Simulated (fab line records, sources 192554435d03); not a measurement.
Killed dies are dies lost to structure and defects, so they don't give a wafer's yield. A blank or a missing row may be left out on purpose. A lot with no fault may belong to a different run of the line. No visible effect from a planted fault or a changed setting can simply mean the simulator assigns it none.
fab line records	flow n5-finfet	part 1 of 2: steps 1 to 25 of 35
record lots=5	wafers=15	last-day=17
route steps=1938 shown BEOL_M14@1734
lots that met no fault: from a run of the same line without faults
start-h: start of the lot's first displayed wafer, in hours after the record's first day	wait-h: time in hours since the lot's previous step	" unchanged from the row above	L1.1+2: a single row standing in for several wafers	- no value, or no start given	* or withheld: withheld	< > ~ a bound
route shown NAME@n: names a module that has steps shown in the file, with the first one's number in the route	usual: mean/standard deviation taken from wafers without a fault	same: alike in all rows	chamber/n: place in a boat	sites: readings site by site	_std_site: the standard deviation of these	_edge_site: outer sites' mean less inner sites'	radius-mm: for every site, how far away it sits from the centre of the wafer	mask NAME#n: copy n	behind: tool/chamber where the wafer was last shaped	hold: why the lot was held/for how many hours/how that ended	device: whichever transistor did not switch (one of n, p or np)	end of line: tests of these same wafers at the route's end	a step given without rows: its recipe and nothing more	killed: at the first sort, the dies lost to defects and structure; wafer yield is something else	map: shows each die of a wafer: x if killed, . if not, _ if none is there
set.NAME: the setting that was run; set.NAME@STEP: the one run at that earlier step	model.NAME: the simulator's own value behind a step, which no gauge read
certain route steps with their lots: each step a table, each wafer a row
services: the hour from which a tool's chamber was out of use, counted from the record's first day as start-h (under 0 if before that day), plus the number of hours and why
## steps
# step N5_BEOL_M14_STRIP_71
# recipe chemistry=post-etch-residue-remover	time-s=60	temp-c=25	remover-ph=withheld	remover-water-wt-pct=withheld	remover-fluoride-wt-pct=withheld
lot.wafer	tool	chamber	start-h	wait-h
L078.3+4+6	wet-bench-03	3,4,0	274.68	-
L079.2+3+4	wet-bench-03	0,3,7	279.02	-
L090.1+3+4	wet-bench-03	7,0,6	354.63	-
L094.1+4+6	wet-bench-03	2,5,4	380.81	-
L096.1+4+5	wet-bench-01	1,6,3	386.52	-
# step N5_BEOL_M14_SRD_72
# recipe time-s=30	temp-c=23	rinse-liquid=diw	dry=n2-spin	spin-rpm=1500	dry-time-s=30
lot.wafer	tool	chamber	start-h	wait-h
L078.3+4+6	wet-bench-03	3,4,0	274.70	0.0
L079.2+3+4	wet-bench-03	0,3,7	279.04	0.0
L090.1+3+4	wet-bench-03	7,0,6	354.65	0.0
L094.1+4+6	wet-bench-03	2,5,4	380.83	0.0
L096.1+4+5	wet-bench-01	1,6,3	386.56	0.0
# step N5_BEOL_M14_CD_MEAS_17
# recipe target-cd-nm=250	polarity=opening
# usual cd-nm=251.1/2
lot.wafer	tool	chamber	start-h	wait-h	cd-nm
L078.3	cd-sem-02	-	274.74	0.0	253.7
L078.4	"	-	"	"	252.6
L078.6	"	-	"	"	251.9
L079.2	cd-sem-02	-	279.08	0.0	251.4
L079.3	"	-	"	"	249.7
L079.4	"	-	"	"	249.1
L090.1	cd-sem-01	-	354.69	0.0	248.5
L090.3	"	-	"	"	247.0
L090.4	"	-	"	"	248.7
L094.1	cd-sem-02	-	380.86	0.0	250.5
L094.4	"	-	"	"	253.8
L094.6	"	-	"	"	251.4
L096.1	cd-sem-02	-	386.62	0.0	251.8
L096.4	"	-	"	"	251.6
L096.5	"	-	"	"	254.6
# step N5_BEOL_M14_COAT_65
# recipe resist=SOC	temp-c=250	time-s=60	spin-rpm=1500	resist-thk-nm=450
lot.wafer	tool	chamber	start-h	wait-h
L078.3+4+6	litho-track-01	0	274.77	0.0
L079.2+3+4	litho-track-02	0	279.11	0.0
L090.1+3+4	litho-track-05	0	354.72	0.0
L094.1+4+6	litho-track-01	0	380.90	0.0
L096.1+4+5	litho-track-05	0	386.65	0.0
# step N5_BEOL_M14_COAT_66
# recipe resist=SiARC	temp-c=220	time-s=60	spin-rpm=1500	resist-thk-nm=110
lot.wafer	tool	chamber	start-h	wait-h
L078.3+4+6	litho-track-01	0	-	-
L079.2+3+4	litho-track-02	0	-	-
L090.1+3+4	litho-track-05	0	-	-
L094.1+4+6	litho-track-01	0	-	-
L096.1+4+5	litho-track-05	0	-	-
# step N5_BEOL_M14_COAT_22
# recipe spin-rpm=2888	resist-thk-nm=300
lot.wafer	tool	chamber	start-h	wait-h
L078.3+4+6	litho-track-01	0	-	-
L079.2+3+4	litho-track-02	0	-	-
L090.1+3+4	litho-track-05	0	-	-
L094.1+4+6	litho-track-01	0	-	-
L096.1+4+5	litho-track-05	0	-	-
# step N5_BEOL_M14_EBR_24
# recipe solvent=PGMEA	ebr-width-mm=1.5
# same ebr-width-mm=1.5
lot.wafer	tool	chamber	start-h	wait-h
L078.3+4+6	litho-track-01	0	-	-
L079.2+3+4	litho-track-02	0	-	-
L090.1+3+4	litho-track-05	0	-	-
L094.1+4+6	litho-track-01	0	-	-
L096.1+4+5	litho-track-05	0	-	-
# step N5_BEOL_M14_SOFTBAKE_23
# recipe temp-c=130	time-s=60
lot.wafer	tool	chamber	start-h	wait-h
L078.3+4+6	litho-track-01	0	-	-
L079.2+3+4	litho-track-02	0	-	-
L090.1+3+4	litho-track-05	0	-	-
L094.1+4+6	litho-track-01	0	-	-
L096.1+4+5	litho-track-05	0	-	-
# step N5_BEOL_M14_EXPOSE_25
# recipe mask-id=M14	na=0.8	source-shape=annular	sigma-inner=0.5	sigma-outer=0.8	polarization=unpolarized	target-cd-nm=280	dose-mj=26.6
# usual focus-offset-nm=0.0/0.57
lot.wafer	tool	chamber	start-h	wait-h	mask	focus-offset-nm
L078.3	krf-scanner-01	0	275.03	-	M14#0	0.0
L078.4	"	0	"	"	M14#0	-0.2
L078.6	"	0	"	"	M14#0	-0.1
L079.2	krf-scanner-02	0	279.24	-	M14#0	0.2
L079.3	"	0	"	"	M14#0	1.0
L079.4	"	0	"	"	M14#0	0.2
L090.1	krf-scanner-01	0	354.84	-	M14#0	-0.1
L090.3	"	0	"	"	M14#0	0.3
L090.4	"	0	"	"	M14#0	0.1
L094.1	krf-scanner-01	0	381.02	-	M14#0	-0.5
L094.4	"	0	"	"	M14#0	-0.3
L094.6	"	0	"	"	M14#0	0.5
L096.1	krf-scanner-01	0	386.77	-	M14#0	-0.2
L096.4	"	0	"	"	M14#0	-0.1
L096.5	"	0	"	"	M14#0	0.0
# step N5_BEOL_M14_PEB_26
# recipe peb-temp-c=130	peb-time-s=90
# same peb-time-s=90
lot.wafer	tool	chamber	start-h	wait-h
L078.3+4+6	litho-track-02	0	275.07	0.0
L079.2+3+4	litho-track-05	0	279.29	0.0
L090.1+3+4	litho-track-02	0	354.90	0.1
L094.1+4+6	litho-track-05	0	381.08	0.1
L096.1+4+5	litho-track-01	0	386.83	0.1
# step N5_BEOL_M14_DEVELOP_27
# recipe develop-time-s=45	rinse-liquid=diw	dry=air-spin	dev-temp-c=21
lot.wafer	tool	chamber	start-h	wait-h
L078.3+4+6	litho-track-02	0	-	-
L079.2+3+4	litho-track-05	0	-	-
L090.1+3+4	litho-track-02	0	-	-
L094.1+4+6	litho-track-05	0	-	-
L096.1+4+5	litho-track-01	0	-	-
# step N5_BEOL_M14_HARDBAKE_32
# recipe temp-c=130	time-s=120
lot.wafer	tool	chamber	start-h	wait-h
L078.3+4+6	litho-track-02	0	-	-
L079.2+3+4	litho-track-05	0	-	-
L090.1+3+4	litho-track-02	0	-	-
L094.1+4+6	litho-track-05	0	-	-
L096.1+4+5	litho-track-01	0	-	-
# step N5_BEOL_M14_CD_MEAS_28
# recipe target-cd-nm=284.4	landing-energy-ev=500	detector=se-inlens
# usual cd-nm=284.7/1.7
lot.wafer	tool	chamber	start-h	wait-h	cd-nm
L078.3	cd-sem-02	0	275.19	-	283.0
L078.4	"	0	"	"	280.7
L078.6	"	0	"	"	282.3
L079.2	cd-sem-02	0	279.41	-	284.0
L079.3	"	0	"	"	287.1
L079.4	"	0	"	"	282.8
L090.1	cd-sem-01	0	355.02	-	283.0
L090.3	"	0	"	"	281.8
L090.4	"	0	"	"	283.3
L094.1	cd-sem-03	0	381.19	-	283.0
L094.4	"	0	"	"	283.3
L094.6	"	0	"	"	284.2
L096.1	cd-sem-03	0	386.94	-	287.1
L096.4	"	0	"	"	284.8
L096.5	"	0	"	"	283.6
# step N5_BEOL_M14_OVL_MEAS_29
# recipe points-per-wafer=44
# usual M14_OVL=-5/7.1
# same points-per-wafer=44
lot.wafer	tool	chamber	start-h	wait-h	M14_OVL[nm]
L078.3	overlay-02	0	275.22	0.0	-2
L078.4	"	0	"	"	-18
L078.6	"	0	"	"	-20
L079.2	overlay-01	0	279.44	0.0	3
L079.3	"	0	"	"	-5
L079.4	"	0	"	"	6
L090.1	overlay-02	0	355.05	0.0	-1
L090.3	"	0	"	"	2
L090.4	"	0	"	"	-3
L094.1	overlay-02	0	381.22	0.0	-10
L094.4	"	0	"	"	-5
L094.6	"	0	"	"	-13
L096.1	overlay-01	0	386.97	0.0	-4
L096.4	"	0	"	"	-11
L096.5	"	0	"	"	-16
# step N5_BEOL_M14_INSPECT_30
# recipe mode=adi	inspect-instrument=macro
# usual raw-defect-count=2.3/1.6
lot.wafer	tool	chamber	start-h	wait-h	raw-defect-count
L078.3	defect-inspect-02	-	275.24	0.0	0
L078.4	"	-	"	"	3
L078.6	"	-	"	"	1
L079.2	defect-inspect-01	-	279.46	0.0	2
L079.3	"	-	"	"	5
L079.4	"	-	"	"	6
L090.1	defect-inspect-01	-	355.07	0.0	1
L090.3	"	-	"	"	1
L090.4	"	-	"	"	3
L094.1	defect-inspect-02	-	381.25	0.0	1
L094.4	"	-	"	"	3
L094.6	"	-	"	"	2
L096.1	defect-inspect-02	-	387.00	0.0	0
L096.4	"	-	"	"	4
L096.5	"	-	"	"	1
# step N5_BEOL_M14_DESCUM_33
# recipe chemistry=O2	time-s=7.9	source-power-w=50	bias-power-w=20	pressure-mtorr=20	rf-frequency-hz=2.712e+07	temp-c=40	o2-flow-sccm=225
# usual drypump-motor-current-A=5.7/0.43	oes-product-au=0.82/0.059	rf-vpp-V=243.4/1.3	showerhead-plenum-p-Torr=2.12/0.066	throttle-valve-pct=20.32/0.25
lot.wafer	tool	chamber	start-h	wait-h	drypump-motor-current-A	oes-product-au	rf-hours-counter-h	rf-vpp-V	showerhead-plenum-p-Torr	throttle-valve-pct
L078.3	rie-diel-03	0	275.50	0.3	6.1	0.79	131	243.7	2.08	20.68
L078.4	"	2	"	"	5.5	0.84	70	245.3	2.21	20.62
L078.6	"	0	"	"	6.1	0.80	-	242.9	2.08	20.69
L079.2	rie-diel-02	2	279.88	0.4	5.6	0.95	13	241.6	2.06	20.20
L079.3	"	0	"	"	6.5	0.88	66	243.5	2.03	20.61
L079.4	"	1	"	"	5.7	0.91	22	244.2	2.12	19.92
L090.1	rie-diel-03	3	355.10	0.0	5.6	0.77	120	243.2	2.11	20.42
L090.3	"	0	"	"	6.1	0.76	164	242.7	2.07	20.72
L090.4	"	1	"	"	5.6	0.82	82	243.5	2.23	20.48
L094.1	rie-diel-03	0	381.50	0.3	6.1	0.75	173	243.4	2.07	20.76
L094.4	"	2	"	"	5.5	0.80	112	244.5	2.19	20.66
L094.6	"	2	"	"	5.5	0.80	-	244.7	2.19	20.67
L096.1	rie-diel-02	2	387.03	0.0	5.6	0.87	41	243.3	2.05	20.26
L096.4	"	1	"	"	5.7	0.86	49	245.0	2.11	19.96
L096.5	"	1	"	"	5.7	0.86	-	244.2	2.11	19.99
# step N5_BEOL_M14_ETCH_67
# recipe chemistry=CF4	target=SiARC	target-depth-a=1430	time-s=238.3	ion-energy-ev=80	pressure-mtorr=40	source-w=545	bias-w=36	Ar_flow_sccm=100	cf4-flow-sccm=100	ends=cleared
# usual drypump-motor-current-A=5.7/0.44	etch-rf-on-time-s=234/6.3	oes-product-au=0.70/0.051	rf-vpp-V=184.3/0.98	showerhead-plenum-p-Torr=2.16/0.06	throttle-valve-pct=15.47/0.26
lot.wafer	tool	chamber	start-h	wait-h	drypump-motor-current-A	etch-rf-on-time-s	oes-product-au	rf-hours-counter-h	rf-vpp-V	showerhead-plenum-p-Torr	throttle-valve-pct
L078.3	rie-diel-03	0	275.53	0.0	6.1	241	0.67	131	184.9	2.14	15.91
L078.4	"	2	"	"	5.5	229	0.74	70	183.5	2.25	15.75
L078.6	"	0	"	"	6.2	243	0.67	-	183.2	2.14	15.94
L079.2	rie-diel-02	2	279.92	0.0	5.6	227	0.82	13	182.9	2.09	15.24
L079.3	"	0	"	"	6.5	236	0.73	66	184.2	2.10	15.86
L079.4	"	1	"	"	5.7	237	0.77	22	185.0	2.18	15.21
L090.1	rie-diel-03	3	355.14	0.0	5.7	238	0.65	120	184.6	2.14	15.45
L090.3	"	0	"	"	6.2	242	0.64	164	183.6	2.13	15.98
L090.4	"	1	"	"	5.6	226	0.71	82	186.1	2.24	15.55
L094.1	rie-diel-03	0	381.54	0.0	6.1	245	0.64	173	183.6	2.13	16.01
L094.4	"	2	"	"	5.5	229	0.70	112	184.5	2.23	15.82
L094.6	"	2	"	"	5.5	229	0.69	-	186.0	2.23	15.82
L096.1	rie-diel-02	2	387.07	0.0	5.5	230	0.77	41	183.0	2.08	15.30
L096.4	"	1	"	"	5.7	237	0.73	49	184.4	2.17	15.25
L096.5	"	1	"	"	5.7	236	0.73	-	184.6	2.17	15.28
# step N5_BEOL_M14_ETCH_68
# recipe chemistry=N2/H2	target=SOC	mask-material=SiARC	source-w=3000	bias-w=350	temp-c=40	time-s=450	ion-energy-ev=200	pressure-mtorr=30	n2-flow-sccm=200	h2-flow-sccm=200
# usual drypump-motor-current-A=5.7/0.44	oes-product-au=0.82/0.057	rf-vpp-V=524.7/2.4	showerhead-plenum-p-Torr=2.57/0.084	throttle-valve-pct=17.68/0.27
lot.wafer	tool	chamber	start-h	wait-h	drypump-motor-current-A	oes-product-au	rf-hours-counter-h	rf-vpp-V	showerhead-plenum-p-Torr	throttle-valve-pct
L078.3	rie-diel-03	0	275.68	0.1	6.2	0.79	131	522.4	2.55	18.20
L078.4	"	2	"	"	5.5	0.85	70	527.1	2.70	18.12
L078.6	"	0	"	"	6.2	0.80	-	523.8	2.55	18.20
L079.2	rie-diel-02	2	280.07	0.1	5.6	0.95	13	522.7	2.48	17.47
L079.3	"	0	"	"	6.5	0.86	66	522.5	2.48	18.03
L079.4	"	1	"	"	5.7	0.90	22	524.0	2.59	17.38
L090.1	rie-diel-03	3	355.29	0.1	5.7	0.77	120	522.6	2.56	17.77
L090.3	"	0	"	"	6.1	0.77	164	522.9	2.53	18.25
L090.4	"	1	"	"	5.7	0.82	82	527.5	2.67	17.51
L094.1	rie-diel-03	0	381.68	0.1	6.1	0.76	173	522.1	2.53	18.28
L094.4	"	2	"	"	5.5	0.80	112	527.9	2.68	18.20
L094.6	"	2	"	"	5.5	0.80	-	527.1	2.68	18.17
L096.1	rie-diel-02	2	387.21	0.1	5.6	0.88	41	521.2	2.47	17.52
L096.4	"	1	"	"	5.7	0.86	50	524.8	2.57	17.43
L096.5	"	1	"	"	5.7	0.85	-	526.0	2.57	17.42
# step N5_BEOL_M14_STRIP_69
# recipe chemistry=N2/H2	temp-c=40	n2-flow-sccm=200	h2-flow-sccm=200	rf-frequency-hz=6e+07
lot.wafer	tool	chamber	start-h	wait-h
L078.3+4+6	rie-diel-03	0,2,0	275.94	0.1
L079.2+3+4	rie-diel-02	2,0,1	280.33	0.1
L090.1+3+4	rie-diel-03	3,0,1	355.55	0.1
L094.1+4+6	rie-diel-03	0,2,2	381.95	0.1
L096.1+4+5	rie-diel-02	2,1,1	387.48	0.1
# step N5_BEOL_M14_TRENCH_ETCH_34
# recipe chemistry=C4F8/O2/Ar	target=SiO2	target-depth-a=5566.5	mask-material=SOC	he-inner-torr=15	he-outer-torr=30	time-s=126.9	ion-energy-ev=800	pressure-mtorr=20	source-w=1905	bias-w=2040	Ar_flow_sccm=400	C4F8_flow_sccm=16	O2_flow_sccm=12
# usual drypump-motor-current-A=5.7/0.44	oes_o_777_au=0.82/0.055	oes-product-au=0.82/0.059	rf-vpp-V=2228/38	showerhead-plenum-p-Torr=3.47/0.094	throttle-valve-pct=30.8/0.33
lot.wafer	tool	chamber	start-h	wait-h	drypump-motor-current-A	oes_o_777_au	oes-product-au	rf-hours-counter-h	rf-vpp-V	showerhead-plenum-p-Torr	throttle-valve-pct
L078.3	rie-diel-03	0	275.95	0.0	6.1	0.76	0.78	131	2194	3.46	31.4
L078.4	"	2	"	"	5.5	0.86	0.86	70	2176	3.60	31.1
L078.6	"	0	"	"	6.1	0.76	0.78	-	2195	3.46	31.4
L079.2	rie-diel-02	2	280.34	0.0	5.6	0.94	0.97	13	2232	3.37	30.8
L079.3	"	0	"	"	6.5	0.84	0.87	66	2205	3.37	31.4
L079.4	"	1	"	"	5.7	0.89	0.91	22	2261	3.50	30.5
L090.1	rie-diel-03	3	355.56	0.0	5.6	0.77	0.77	120	2316	3.45	30.9
L090.3	"	0	"	"	6.2	0.74	0.75	164	2193	3.44	31.5
L090.4	"	1	"	"	5.7	0.86	0.83	82	2167	3.58	30.5
L094.1	rie-diel-03	0	381.96	0.0	6.2	0.72	0.74	173	2193	3.44	31.4
L094.4	"	2	"	"	5.5	0.81	0.81	112	2175	3.58	31.1
L094.6	"	2	"	"	5.5	0.81	0.81	-	2175	3.58	31.1
L096.1	rie-diel-02	2	387.49	0.0	5.6	0.89	0.89	41	2229	3.36	30.8
L096.4	"	1	"	"	5.7	0.84	0.85	50	2261	3.49	30.5
L096.5	"	1	"	"	5.7	0.84	0.86	-	2261	3.49	30.5
# step N5_BEOL_M14_STRIP_70
# recipe chemistry=C4F8/O2/Ar	resist=SiARC	rf-frequency-hz=6e+07
lot.wafer	tool	chamber	start-h	wait-h
L078.3+4+6	rie-diel-03	0,2,0	276.07	0.1
L079.2+3+4	rie-diel-02	2,0,1	280.45	0.1
L090.1+3+4	rie-diel-03	3,0,1	355.67	0.1
L094.1+4+6	rie-diel-03	0,2,2	382.07	0.1
L096.1+4+5	rie-diel-02	2,1,1	387.60	0.1
# step N5_BEOL_M14_OCD_MEAS_35
# usual trench-depth-nm=566/16
lot.wafer	tool	chamber	start-h	wait-h	trench-depth-nm
L078.3	ocd-01	-	276.11	0.0	548
L078.4	"	-	"	"	574
L078.6	"	-	"	"	547
L079.2	ocd-02	-	280.50	0.0	594
L079.3	"	-	"	"	564
L079.4	"	-	"	"	566
L090.1	ocd-01	-	355.71	0.0	558
L090.3	"	-	"	"	544
L090.4	"	-	"	"	574
L094.1	ocd-02	-	382.11	0.0	538
L094.4	"	-	"	"	574
L094.6	"	-	"	"	573
L096.1	ocd-01	-	387.64	0.0	572
L096.4	"	-	"	"	558
L096.5	"	-	"	"	555
# step N5_BEOL_M14_STRIP_37
# recipe chemistry=O2	power-w=600	temp-c=60	pressure-mtorr=30	rf-frequency-hz=6e+07	bias-power-w=0	overash-fraction=0.3	o2-flow-sccm=225
# usual drypump-motor-current-A=5.7/0.43	oes-product-au=0.81/0.054	rf-vpp-V=3.6/1.1	showerhead-plenum-p-Torr=2.13/0.071	throttle-valve-pct=16.61/0.23
lot.wafer	tool	chamber	start-h	wait-h	drypump-motor-current-A	oes-product-au	rf-hours-counter-h	rf-vpp-V	showerhead-plenum-p-Torr	throttle-valve-pct
L078.3	rie-diel-02	1	276.51	0.4	5.7	0.93	21	3.5	2.12	16.15
L078.4	"	2	"	"	5.5	0.98	11	4.4	2.06	16.42
L078.6	"	1	"	"	5.7	0.92	-	2.9	2.13	16.20
L079.2	rie-diel-03	2	280.54	0.0	5.5	0.84	71	1.3	2.21	16.84
L079.3	"	1	"	"	5.6	0.86	51	4.3	2.25	16.65
L079.4	"	3	"	"	5.6	0.80	89	1.2	2.13	16.56
L090.1	rie-diel-03	1	356.97	1.3	5.7	0.81	83	3.6	2.23	16.74
L090.3	"	0	"	"	6.1	0.76	164	1.8	2.07	16.98
L090.4	"	2	"	"	5.5	0.80	104	3.2	2.20	16.85
L094.1	rie-diel-06	0	382.78	0.7	6.1	0.76	130	3.3	2.21	16.42
L094.4	"	1	"	"	6.1	0.71	176	4.5	2.02	16.89
L094.6	"	0	"	"	6.1	0.77	-	3.1	2.21	16.46
L096.1	rie-diel-06	0	389.17	1.5	6.1	0.75	132	2.9	2.21	16.42
L096.4	"	0	"	"	6.1	0.76	-	2.2	2.21	16.45
L096.5	"	3	"	"	5.8	0.77	-	4.5	2.16	16.50
# step N5_BEOL_M14_ETCH_38
# recipe chemistry=CF4/N2	target=SiCN	target-depth-a=1065	taper-deg=2	time-s=120.6	ion-energy-ev=150	mask-material=SiO2	pressure-mtorr=40	source-w=430	bias-w=70	Ar_flow_sccm=100	cf4-flow-sccm=60	n2-flow-sccm=60
# usual drypump-motor-current-A=5.7/0.43	oes-product-au=0.82/0.054	rf-vpp-V=383.0/1.7	showerhead-plenum-p-Torr=2.23/0.066	throttle-valve-pct=15.35/0.24
lot.wafer	tool	chamber	start-h	wait-h	drypump-motor-current-A	oes-product-au	rf-hours-counter-h	rf-vpp-V	showerhead-plenum-p-Torr	throttle-valve-pct
L078.3	rie-diel-02	1	-	-	5.7	0.91	21	383.5	2.25	15.04
L078.4	"	2	"	"	5.6	0.97	11	380.6	2.15	15.07
L078.6	"	1	"	"	5.7	0.92	-	383.9	2.25	15.04
L079.2	rie-diel-03	2	-	-	5.5	0.85	71	386.1	2.32	15.57
L079.3	"	1	"	"	5.6	0.87	51	386.2	2.32	15.28
L079.4	"	3	"	"	5.6	0.80	89	383.6	2.22	15.24
L090.1	rie-diel-03	1	-	-	5.6	0.83	83	384.9	2.31	15.34
L090.3	"	0	"	"	6.1	0.75	164	381.9	2.20	15.82
L090.4	"	2	"	"	5.5	0.81	104	385.3	2.31	15.63
L094.1	rie-diel-06	0	-	-	6.2	0.76	130	384.7	2.29	15.10
L094.4	"	1	"	"	6.1	0.73	176	380.0	2.10	15.52
L094.6	"	0	"	"	6.1	0.75	-	385.4	2.29	15.10
L096.1	rie-diel-06	0	-	-	6.1	0.76	132	385.5	2.29	15.08
L096.4	"	0	"	"	6.1	0.75	-	386.1	2.29	15.08
L096.5	"	3	"	"	5.8	0.78	-	383.2	2.29	15.37
# step N5_BEOL_M14_PRECLEAN_39
# recipe chemistry=residue-remover	time-s=60	temp-c=40
lot.wafer	tool	chamber	start-h	wait-h
L078.3+4+6	wet-bench-06	2,3,6	276.70	-
L079.2+3+4	wet-bench-01	4,6,0	280.74	-
L090.1+3+4	wet-bench-03	4,1,5	357.17	-
L094.1+4+6	wet-bench-03	7,5,0	382.98	-
L096.1+4+5	wet-bench-06	5,2,1	389.37	-
